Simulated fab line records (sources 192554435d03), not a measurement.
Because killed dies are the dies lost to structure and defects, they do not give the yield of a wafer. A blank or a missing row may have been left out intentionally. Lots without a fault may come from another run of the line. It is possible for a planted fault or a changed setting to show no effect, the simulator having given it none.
fab line records	flow n5_finfet
record lots=6	wafers=16	last_day=18
route steps=1938 shown BEOL_M1@778 BEOL_M4@1111 PASSIVATION@1936
lots that met no fault: from a run of the same line without faults
start_h: hours from the record's first day to the start of the lot's first wafer shown	wait_h: time in hours since the lot's previous step	" as in the row above	L1.1+2: one row covering several wafers at once	- either no value or no given start	* or withheld: withheld	< > ~ a bound
route shown NAME@n: NAME is a module with steps in the file, n the number in the route of the first one	usual: mean/standard deviation taken from wafers without a fault	same: alike in all rows	chamber/n: place in a boat	sites: each site's reading	_std_site: how widely they spread, as a standard deviation	_edge_site: inner sites' mean taken away from outer sites' mean	radius_mm: how far each site lies from the wafer's centre	mask NAME#n: copy n	behind: the tool/chamber that last shaped the wafer	hold: reason for holding the lot/hours on hold/outcome of the hold	device: the n, p or np transistor that did not switch	end of line: the same wafers' tests at the end of the route	where a step has no rows: the recipe by itself	killed: dies that structure and defects cost at the first sort, which is not the same as the wafer's yield	map: a wafer's dies, x killed, . not, _ none there
set.NAME: the setting that was run; set.NAME@STEP: the one run at that earlier step	model.NAME: the simulator's own value behind a step, which no gauge read
certain route steps with their lots: each step a table, each wafer a row
services: the hour from which a tool's chamber was out of use, counted from the record's first day as start_h (under 0 if before that day), plus the number of hours and why
## steps
# step N5_BEOL_M1_COAT_68
# recipe resist=SiARC	temp_c=220	time_s=60	spin_rpm=1500	resist_thk_nm=12
# step N5_BEOL_M1_COAT_76
# recipe resist=underlayer	temp_c=205	time_s=60	spin_rpm=1500	resist_thk_nm=5
# step N5_BEOL_M1_COAT_22
# recipe resist=CAR-EUV	spin_rpm=1500	resist_thk_nm=30
# step N5_BEOL_M1_EBR_24
# recipe solvent=PGMEA	ebr_width_mm=1.5
# step N5_BEOL_M1_SOFTBAKE_23
# recipe temp_c=110	time_s=60	resist=CAR-EUV
# step N5_BEOL_M1_EXPOSE_25
# recipe mask_id=V0	na=0.33	source_shape=quasar	sigma_inner=0.2	sigma_outer=0.8	polarization=unpolarized	defocus_nm=5	target_cd_nm=24	dose_mj=63
# step N5_BEOL_M1_PEB_26
# recipe peb_temp_c=100	peb_time_s=60	resist=CAR-EUV
# step N5_BEOL_M1_DEVELOP_27
# recipe develop_time_s=30	developer=TMAH	resist=CAR-EUV	rinse_liquid=surfactant_rinse	dry=air_spin	dev_temp_c=23
# step N5_BEOL_M1_CD_MEAS_28
# recipe landing_energy_ev=500	detector=se_inlens	target_cd_y_nm=23.3
# usual cd_nm=24.02/0.28
lot.wafer	tool	chamber	start_h	wait_h	cd_nm
L458.2	cd_sem-01	0	158.58	-	23.83
L458.4	"	0	"	"	24.10
L458.5	"	0	"	"	24.46
L461.1	cd_sem-02	0	178.76	-	24.13
L461.3	"	0	"	"	24.25
L461.5	"	0	"	"	24.16
L468.2	cd_sem-01	0	220.79	-	24.23
L468.5	"	0	"	"	24.16
L470.2	cd_sem-01	0	235.62	-	23.95
L470.5	"	0	"	"	23.88
L473.1	cd_sem-02	0	253.46	-	24.23
L473.2	"	0	"	"	24.15
L473.4	"	0	"	"	24.00
L475.2	cd_sem-02	0	268.12	-	23.82
L475.3	"	0	"	"	23.92
L475.4	"	0	"	"	23.97
# step N5_BEOL_M1_OVL_MEAS_29
# recipe points_per_wafer=522
# usual V0_OVL=0.3/0.86
lot.wafer	tool	chamber	start_h	wait_h	V0_OVL[nm]
L458.2	overlay-02	0	158.62	0.0	1.1
L458.4	"	0	"	"	0.5
L458.5	"	0	"	"	1.1
L461.1	overlay-01	0	178.79	0.0	1.6
L461.3	"	0	"	"	1.0
L461.5	"	0	"	"	1.2
L468.2	overlay-01	0	220.83	0.0	1.2
L468.5	"	0	"	"	0.9
L470.2	overlay-01	0	235.65	0.0	0.3
L470.5	"	0	"	"	0.2
L473.1	overlay-02	0	253.49	0.0	-1.2
L473.2	"	0	"	"	-0.9
L473.4	"	0	"	"	-1.3
L475.2	overlay-02	0	268.16	0.0	1.1
L475.3	"	0	"	"	1.9
L475.4	"	0	"	"	1.2
# step N5_BEOL_M1_INSPECT_30
# recipe mode=adi	inspect_instrument=brightfield
# usual raw_defect_count=417/92
lot.wafer	tool	chamber	start_h	wait_h	raw_defect_count
L458.2	defect_inspect-02	-	158.67	0.0	340
L458.4	"	-	"	"	419
L458.5	"	-	"	"	428
L461.1	defect_inspect-02	-	178.84	0.1	342
L461.3	"	-	"	"	309
L461.5	"	-	"	"	359
L468.2	defect_inspect-01	-	220.88	0.0	253
L468.5	"	-	"	"	219
L470.2	defect_inspect-02	-	235.71	0.0	439
L470.5	"	-	"	"	481
L473.1	defect_inspect-02	-	253.55	0.1	540
L473.2	"	-	"	"	664
L473.4	"	-	"	"	536
L475.2	defect_inspect-01	-	268.21	0.0	424
L475.3	"	-	"	"	312
L475.4	"	-	"	"	430
# step N5_BEOL_M1_DESCUM_33
# recipe chemistry=O2	time_s=7	source_power_w=50	bias_power_w=20	pressure_mtorr=20	rf_frequency_hz=2.712e+07	temp_c=40	resist=CAR-EUV	o2_flow_sccm=225
# usual chamber_pressure_mTorr=20.000/0.021	drypump_motor_current_A=5.7/0.46	oes_product_au=0.76/0.07	rf_vpp_V=243.1/1.3	showerhead_plenum_p_Torr=2.09/0.076	throttle_valve_pct=20.52/0.27
# same time_s=7
lot.wafer	tool	chamber	start_h	wait_h	chamber_pressure_mTorr	drypump_motor_current_A	oes_product_au	rf_hours_counter_h	rf_vpp_V	showerhead_plenum_p_Torr	throttle_valve_pct
L458.2	rie_diel-03	3	158.71	0.0	20.005	5.1	0.73	192	243.4	2.08	20.58
L458.4	"	0	"	"	20.035	5.7	0.72	215	244.1	2.15	20.76
L458.5	"	2	"	"	19.990	5.3	0.71	-	245.0	2.15	20.66
L461.1	rie_diel-02	0	179.02	0.2	19.963	5.3	0.85	36	243.4	2.07	20.56
L461.3	"	3	"	"	19.989	5.5	0.87	46	245.0	2.25	20.39
L461.5	"	2	"	"	19.963	5.6	0.72	-	241.5	1.99	20.51
L468.2	rie_diel-03	0	220.98	0.1	20.008	5.6	0.71	234	244.9	2.14	20.80
L468.5	"	0	"	"	19.989	5.6	0.70	-	244.3	2.14	20.81
L470.2	rie_diel-03	0	235.74	0.0	19.965	5.6	0.71	237	244.2	2.14	20.81
L470.5	"	0	"	"	20.003	5.7	0.71	-	243.5	2.14	20.81
L473.1	rie_diel-01	3	253.58	0.0	20.028	6.6	0.72	194	244.3	2.18	20.72
L473.2	"	0	"	"	20.006	5.5	0.85	54	242.9	2.10	20.05
L473.4	"	3	"	"	20.032	6.6	0.72	-	244.2	2.18	20.74
L475.2	rie_diel-01	3	268.24	0.0	20.022	6.6	0.72	199	244.1	2.17	20.75
L475.3	"	1	"	"	20.014	6.6	0.66	257	241.1	1.96	20.10
L475.4	"	0	"	"	20.013	5.5	0.85	-	242.6	2.10	20.06
# step N5_BEOL_M1_ETCH_77
# recipe chemistry=N2/H2	target=underlayer	target_depth_a=65	mask_material=CAR-EUV	time_s=5.2	ion_energy_ev=200	pressure_mtorr=30	source_w=840	bias_w=150	n2_flow_sccm=200	h2_flow_sccm=200	ends=cleared
# usual chamber_pressure_mTorr=30.00/0.041	drypump_motor_current_A=5.7/0.47	etch_rf_on_time_s=5.17/0.12	oes_product_au=0.65/0.055	rf_vpp_V=523.7/2.8	showerhead_plenum_p_Torr=2.53/0.086	throttle_valve_pct=17.92/0.29
lot.wafer	tool	chamber	start_h	wait_h	chamber_pressure_mTorr	drypump_motor_current_A	etch_rf_on_time_s	oes_product_au	rf_hours_counter_h	rf_vpp_V	showerhead_plenum_p_Torr	throttle_valve_pct
L458.2	rie_diel-03	3	158.74	0.0	30.04	5.1	5.06	0.63	192	524.3	2.54	18.13
L458.4	"	0	"	"	30.05	5.6	5.13	0.62	215	525.7	2.62	18.25
L458.5	"	2	"	"	29.99	5.3	5.06	0.61	-	525.9	2.60	17.97
L461.1	rie_diel-02	0	179.05	0.0	30.09	5.3	5.47	0.71	36	521.5	2.48	17.73
L461.3	"	3	"	"	29.97	5.5	5.20	0.75	46	526.8	2.66	17.45
L461.5	"	2	"	"	29.92	5.6	5.17	0.62	-	522.4	2.41	17.86
L468.2	rie_diel-03	0	221.88	0.9	30.02	5.7	5.11	0.61	234	525.1	2.61	18.30
L468.5	"	0	"	"	30.01	5.6	3.71	0.75	-	523.6	2.61	18.33
L470.2	rie_diel-03	0	235.77	0.0	29.95	5.7	5.18	0.61	237	525.4	2.61	18.30
L470.5	"	0	"	"	29.91	5.7	3.79	0.73	-	525.6	2.61	18.33
L473.1	rie_diel-01	3	253.61	0.0	29.97	6.6	5.11	0.61	194	525.0	2.64	18.22
L473.2	"	0	"	"	29.92	5.5	5.18	0.73	54	524.0	2.57	17.49
L473.4	"	3	"	"	30.01	6.6	5.10	0.60	-	527.9	2.64	18.21
L475.2	rie_diel-01	3	268.28	0.0	30.01	6.6	5.11	0.60	199	526.2	2.64	18.24
L475.3	"	1	"	"	29.95	6.6	5.28	0.57	257	518.5	2.39	17.61
L475.4	"	0	"	"	30.00	5.6	5.23	0.71	-	525.2	2.57	17.49
# step N5_BEOL_M1_ETCH_69
# recipe chemistry=CF4	target=SiARC	target_depth_a=156	mask_material=CAR-EUV	time_s=26	ion_energy_ev=80	pressure_mtorr=40	source_w=545	bias_w=36	Ar_flow_sccm=100	cf4_flow_sccm=100	ends=cleared
# usual cf4_flow_sccm=99.97/0.29	chamber_pressure_mTorr=40.00/0.035	drypump_motor_current_A=5.7/0.47	etch_rf_on_time_s=25.9/0.65	oes_product_au=0.65/0.053	rf_vpp_V=184.1/1.1	showerhead_plenum_p_Torr=2.13/0.071	throttle_valve_pct=15.68/0.24
lot.wafer	tool	chamber	start_h	wait_h	cf4_flow_sccm	chamber_pressure_mTorr	drypump_motor_current_A	etch_rf_on_time_s	oes_product_au	rf_hours_counter_h	rf_vpp_V	showerhead_plenum_p_Torr	throttle_valve_pct
L458.2	rie_diel-03	3	158.76	0.0	99.86	40.06	5.1	25.2	0.63	192	185.0	2.11	15.79
L458.4	"	0	"	"	99.92	39.99	5.6	25.5	0.62	215	184.8	2.20	16.01
L458.5	"	2	"	"	99.99	40.03	5.3	25.1	0.62	-	184.7	2.20	15.88
L461.1	rie_diel-02	0	179.07	0.0	100.37	40.04	5.2	27.8	0.70	36	184.0	2.11	15.50
L461.3	"	3	"	"	99.65	39.95	5.5	26.6	0.74	46	184.7	2.25	15.27
L461.5	"	2	"	"	99.71	39.95	5.6	26.1	0.62	-	183.0	2.03	15.66
L468.2	rie_diel-03	0	221.90	0.0	99.97	40.03	5.6	25.5	0.61	234	185.6	2.20	16.08
L468.5	"	0	"	"	99.48	39.99	5.6	25.4	0.61	-	185.8	2.20	16.04
L470.2	rie_diel-03	0	235.79	0.0	100.06	39.94	5.7	25.5	0.61	237	184.9	2.19	16.08
L470.5	"	0	"	"	100.40	39.97	5.6	25.4	0.61	-	184.2	2.19	16.08
L473.1	rie_diel-01	3	253.63	0.0	99.65	39.97	6.6	26.3	0.60	194	184.1	2.21	15.86
L473.2	"	0	"	"	100.01	40.03	5.6	26.4	0.72	54	184.4	2.17	15.37
L473.4	"	3	"	"	99.03	40.00	6.6	26.4	0.61	-	182.9	2.21	15.86
L475.2	rie_diel-01	3	268.30	0.0	100.32	39.96	6.6	26.4	0.60	199	185.9	2.21	15.87
L475.3	"	1	"	"	99.75	40.05	6.6	25.9	0.58	257	183.8	2.04	15.54
L475.4	"	0	"	"	100.39	39.99	5.6	26.0	0.72	-	185.6	2.17	15.40
# step N5_BEOL_M4_RC_MEAS_101
# usual DIBL_N=36.0/2.5	DIBL_P=36.7/3	IOFF_N=0.16/0.043	IOFF_P=0.21/0.049	ION_N=673/15	ION_P=461/9.8	SS_N=71.5/0.83	SS_P=73.4/0.83	VT_N=250/4	VT_P=-251/4
lot.wafer	tool	chamber	start_h	wait_h	DIBL_N[mV/V]	DIBL_P[mV/V]	IOFF_N[nA/um]	IOFF_P[nA/um]	ION_N[uA/um]	ION_P[uA/um]	SS_N[mV/dec]	SS_P[mV/dec]	VT_N[mV]	VT_P[mV]
L458.2	prober-01	0	200.08	0.2	33.9	35.4	0.13	0.19	667	466	71.1	73.3	251	-250
L458.4	"	0	"	"	35.2	36.0	0.14	0.19	657	449	70.9	73.2	252	-251
L458.5	"	0	"	"	36.3	38.9	0.17	0.27	671	465	70.7	74.9	247	-247
L461.1	prober-01	0	218.09	0.0	34.3	36.4	0.15	0.18	674	454	71.6	73.0	250	-254
L461.3	"	0	"	"	32.8	33.3	0.11	0.14	651	447	70.3	73.1	253	-252
L461.5	"	0	"	"	34.3	35.7	0.14	0.17	658	453	71.0	73.5	251	-254
L468.2	prober-01	0	270.04	0.2	33.6	34.6	0.12	0.17	653	452	71.8	72.7	254	-254
L468.5	"	0	"	"	38.4	38.7	0.19	0.22	679	461	72.4	74.0	246	-251
L470.2	prober-02	0	296.29	0.2	33.6	34.7	0.13	0.16	654	443	71.1	72.4	255	-254
L470.5	"	0	"	"	34.3	36.4	0.14	0.18	678	463	70.8	72.9	253	-253
L473.1	prober-01	0	305.14	0.0	36.1	36.6	0.15	0.21	660	462	72.1	73.6	250	-249
L473.2	"	0	"	"	34.3	34.1	0.12	0.18	654	453	72.2	72.7	252	-251
L473.4	"	0	"	"	39.4	41.6	0.26	0.32	713	488	73.3	74.2	240	-244
L475.2	prober-01	0	325.48	0.2	35.5	36.3	0.13	0.16	666	456	71.7	72.6	255	-257
L475.3	"	0	"	"	36.5	37.3	0.14	0.17	651	443	71.4	73.3	255	-254
L475.4	"	0	"	"	30.5	30.2	0.08	0.10	635	435	69.7	71.2	258	-264
# step N5_PASSIVATION_PROBE_49
# usual defect_limited_yield=91.1/1.5	killed_at_M0_to_M3=37/11	killed_at_M4_up=13/5.6	killed_at_contacts=12/5.6	killed_at_front_end=39/11	killed_at_other=4/3.1	killed_dies=105/18	killed_on_rim=14/3.8	killed_open=69/13	killed_short=35/7.4	sort_bin_5_function=5.1/0.92	sort_bin_6_memory=3.4/0.76	sort_bin_8_speed=0.02/0.11	sort_n_pass=1075/18	sort_yield_pct=91.1/1.5
# same gross_dies=1180	killed_at_back_side=0	sort_bin_4_leakage[%]=0
lot.wafer	tool	chamber	start_h	wait_h	defect_limited_yield[%]	killed_at_M0_to_M3	killed_at_M4_up	killed_at_contacts	killed_at_front_end	killed_at_other	killed_dies	killed_on_rim	killed_open	killed_short	sort_bin_5_function[%]	sort_bin_6_memory[%]	sort_bin_8_speed[%]	sort_n_pass	sort_yield_pct[%]
L458.2	prober-01	-	301.77	0.1	92.0	35	11	2	37	9	94	12	54	40	4.3	3.2	0	1086	92.0
L458.4	prober-01	-	301.87	0.2	90.6	30	6	7	52	16	111	17	70	41	5.1	4.2	0	1069	90.6
L458.5	prober-01	-	301.92	0.2	91.1	36	18	8	34	9	105	23	62	42	5.5	3.2	0	1075	91.1
L461.1	prober-01	-	315.84	0.0	91.4	40	5	13	34	9	101	17	71	30	4.6	3.6	0	1079	91.4
L461.3	prober-01	-	315.94	0.1	89.2	61	9	7	46	5	128	15	69	58	6.6	3.6	0	1052	89.2
L461.5	prober-01	-	316.04	0.2	90.1	44	6	14	48	5	117	17	68	48	6.2	3.5	0	1063	90.1
L468.2	prober-02	-	390.24	0.1	92.3	36	23	6	24	2	91	12	59	29	4.7	2.8	0	1089	92.3
L468.5	prober-02	-	390.39	0.2	90.8	39	9	15	44	1	108	10	70	35	5.5	2.9	0	1072	90.8
L470.2	prober-02	-	410.08	0.1	92.4	28	18	11	31	2	90	17	65	25	3.9	3.5	0	1090	92.4
L470.5	prober-02	-	410.23	0.2	92.2	22	10	19	37	4	92	9	60	32	3.8	3.8	0	1088	92.2
L473.1	prober-01	-	413.63	0.0	90.9	30	19	1	51	6	107	14	71	36	5.5	3.6	0	1073	90.9
L473.2	prober-01	-	413.68	0.1	90.8	50	13	4	37	4	108	15	70	38	5.4	3.6	0	1072	90.8
L473.4	prober-01	-	413.78	0.2	93.1	38	15	3	20	6	82	6	53	27	4.5	2.1	0	1098	93.1
L475.2	prober-02	-	433.25	0.1	90.3	46	12	2	53	2	115	14	79	36	4.9	4.5	0	1065	90.3
L475.3	prober-02	-	433.30	0.1	91.3	37	4	3	54	5	103	15	62	36	4.1	4.1	0	1077	91.3
L475.4	prober-02	-	433.35	0.2	90.2	51	7	4	54	0	116	19	73	34	5.8	3.1	1.27	1049	88.9
# killed by level:class
L458.2 FIN_SAQP:geometric_particle:short=11 BEOL_M2:geometric_particle:open=10 STI_FIN_REVEAL:geometric_particle:open=9 BEOL_M0_SAQP:geometric_particle:short=7 BEOL_M0_SAQP:geometric_particle:open=5 BEOL_M3:geometric_particle:open=5 MIM_TOP_ETCH:geometric_particle:short=5 FIN_SAQP:geometric_particle:open=4
L458.4 FIN_SAQP:geometric_particle:short=17 FIN_SAQP:geometric_particle:open=12 STI_FIN_REVEAL:geometric_particle:open=9 BEOL_M0_SAQP:geometric_particle:open=8 MIM_TOP_ETCH:geometric_particle:short=8 DUMMY_GATE:geometric_particle:open=5 MOL_CONTACT_COAG:geometric_particle:open=5 BEOL_M1:geometric_particle:open=5
L458.5 FIN_SAQP:geometric_particle:short=10 BEOL_M0_SAQP:geometric_particle:short=10 FIN_SAQP:geometric_particle:open=9 BEOL_M2:geometric_particle:open=7 MOL_CONTACT_COAG:geometric_particle:open=6 ILD0:geometric_particle:short=5 BEOL_M0_SAQP:geometric_particle:open=5 STI_FIN_REVEAL:geometric_particle:open=4
L461.1 FIN_SAQP:geometric_particle:open=13 MOL_CONTACT_COAG:geometric_particle:open=13 BEOL_M0_SAQP:geometric_particle:open=10 FIN_SAQP:geometric_particle:short=8 BEOL_M0_SAQP:geometric_particle:short=7 BEOL_M2:geometric_particle:open=6 BEOL_M1:geometric_particle:open=5 STI_FIN_REVEAL:geometric_particle:open=4
L461.3 FIN_SAQP:geometric_particle:short=15 BEOL_M0_SAQP:geometric_particle:short=13 BEOL_M0_SAQP:geometric_particle:open=12 BEOL_M2:geometric_particle:open=11 BEOL_M2:geometric_particle:short=11 FIN_SAQP:geometric_particle:open=8 STI_FIN_REVEAL:geometric_particle:open=8 BEOL_M3:geometric_particle:open=6
L461.5 FIN_SAQP:geometric_particle:short=12 MOL_CONTACT_COAG:geometric_particle:open=12 BEOL_M2:geometric_particle:open=10 STI_FIN_REVEAL:geometric_particle:open=8 BEOL_M0_SAQP:geometric_particle:short=8 BEOL_M0_SAQP:geometric_particle:open=7 FIN_SAQP:geometric_particle:open=6 BEOL_M0:geometric_particle:open=6
L468.2 BEOL_M0_SAQP:geometric_particle:short=10 BEOL_M4:geometric_particle:open=8 BEOL_M0_SAQP:geometric_particle:open=6 BEOL_M3:geometric_particle:open=6 BEOL_M5:geometric_particle:open=6 MOL_CONTACT_COAG:geometric_particle:open=5 STARTING-WAFER:geometric_particle:open=5 BEOL_M0:geometric_particle:short=4
L468.5 BEOL_M2:geometric_particle:open=12 MOL_CONTACT_COAG:geometric_particle:open=11 STI_FIN_REVEAL:geometric_particle:open=9 BEOL_M3:geometric_particle:open=8 FIN_SAQP:geometric_particle:open=6 FIN_SAQP:geometric_particle:short=6 BEOL_M0_SAQP:geometric_particle:short=5 BEOL_M0_SAQP:geometric_particle:open=5
L470.2 STI_FIN_REVEAL:geometric_particle:open=9 BEOL_M2:geometric_particle:open=8 BEOL_M4:geometric_particle:open=8 MOL_CONTACT_COAG:geometric_particle:open=6 BEOL_M3:geometric_particle:open=6 MOL_CONTACT_COAG:geometric_particle:short=5 FIN_SAQP:geometric_particle:open=4 BEOL_M0_SAQP:geometric_particle:open=4
L470.5 MOL_CONTACT_COAG:geometric_particle:open=15 BEOL_M3:geometric_particle:open=8 ILD0:geometric_particle:open=7 FIN_SAQP:geometric_particle:short=5 BEOL_M4:geometric_particle:open=5 STI_FIN_REVEAL:geometric_particle:open=4 ILD0:geometric_particle:short=4 GATE_CUT:geometric_particle:short=4
L473.1 STI_FIN_REVEAL:geometric_particle:open=17 BEOL_M0_SAQP:geometric_particle:open=8 BEOL_M4:geometric_particle:open=7 FIN_SAQP:geometric_particle:short=6 BEOL_M3:geometric_particle:open=6 STARTING-WAFER:geometric_particle:short=6 FIN_SAQP:geometric_particle:open=5 STI_FIN_REVEAL:geometric_particle:short=5
L473.2 BEOL_M0_SAQP:geometric_particle:short=15 STI_FIN_REVEAL:geometric_particle:open=14 BEOL_M0_SAQP:geometric_particle:open=14 BEOL_M3:geometric_particle:open=12 STI_FIN_REVEAL:geometric_particle:short=6 BEOL_M4:geometric_particle:open=6 BEOL_M8:geometric_particle:open=4 FIN_SAQP:geometric_particle:short=3
L473.4 BEOL_M0_SAQP:geometric_particle:open=13 BEOL_M4:geometric_particle:open=8 BEOL_M0_SAQP:geometric_particle:short=7 BEOL_M3:geometric_particle:open=6 BEOL_M2:geometric_particle:open=5 STI_FIN_REVEAL:geometric_particle:open=4 GATE_CUT:geometric_particle:short=3 BEOL_M1:geometric_particle:open=3
L475.2 BEOL_M0_SAQP:geometric_particle:open=16 STI_FIN_REVEAL:geometric_particle:open=13 FIN_SAQP:geometric_particle:open=11 FIN_SAQP:geometric_particle:short=10 BEOL_M1:geometric_particle:open=7 BEOL_M0_SAQP:geometric_particle:short=7 DUMMY_GATE:geometric_particle:open=6 BEOL_M2:geometric_particle:open=6
L475.3 FIN_SAQP:geometric_particle:short=13 BEOL_M0_SAQP:geometric_particle:open=13 FIN_SAQP:geometric_particle:open=12 STI_FIN_REVEAL:geometric_particle:open=10 BEOL_M0_SAQP:geometric_particle:short=9 HKMG_FIN:area_etch=5 BEOL_M3:geometric_particle:open=4 BEOL_M1:geometric_particle:open=3
L475.4 BEOL_M0_SAQP:geometric_particle:open=17 STI_FIN_REVEAL:geometric_particle:open=14 BEOL_M0_SAQP:geometric_particle:short=14 FIN_SAQP:geometric_particle:open=11 HKMG_FIN:area_etch=8 BEOL_M1:geometric_particle:open=5 DUMMY_GATE:geometric_particle:open=4 BEOL_M1:geometric_particle:short=4
## services
tool	chamber	start_h	hours	kind
rie_diel-02	-	204.96	14.6	pm
rie_diel-01	3	218.89	5.0	repair
rie_diel-02	0	225.17	5.2	repair
rie_diel-01	2	237.75	12.4	repair
rie_diel-03	2	244.14	-	clean
rie_diel-03	2	244.14	-	consumable_replace:focus_ring
rie_diel-03	2	244.14	16.8	scheduled_down
rie_diel-03	2	244.14	16.8	vent_cycle
rie_diel-01	2	250.55	-	clean
rie_diel-01	2	250.55	-	consumable_replace:focus_ring
rie_diel-01	2	250.55	18.5	scheduled_down
rie_diel-01	2	250.55	18.5	vent_cycle
## key
first_sign step=N5_BEOL_M1_ETCH_77	reading=etch_rf_on_time_s	direction=down	sigmas=11	usual=*	struck=*
effect none on later readings
met_at N5_BEOL_M1_ETCH_77
struck_wafers L468.5,L470.5
onset_between 158.74 221.88
fault kind=process_parameter_drift	tool=rie_diel-03	chamber=-	onset_h=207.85	steps=N5_BEOL_M1_ETCH_77	channel=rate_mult	offset=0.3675	shape=step	end_h=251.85	scope=struck_wafers_only
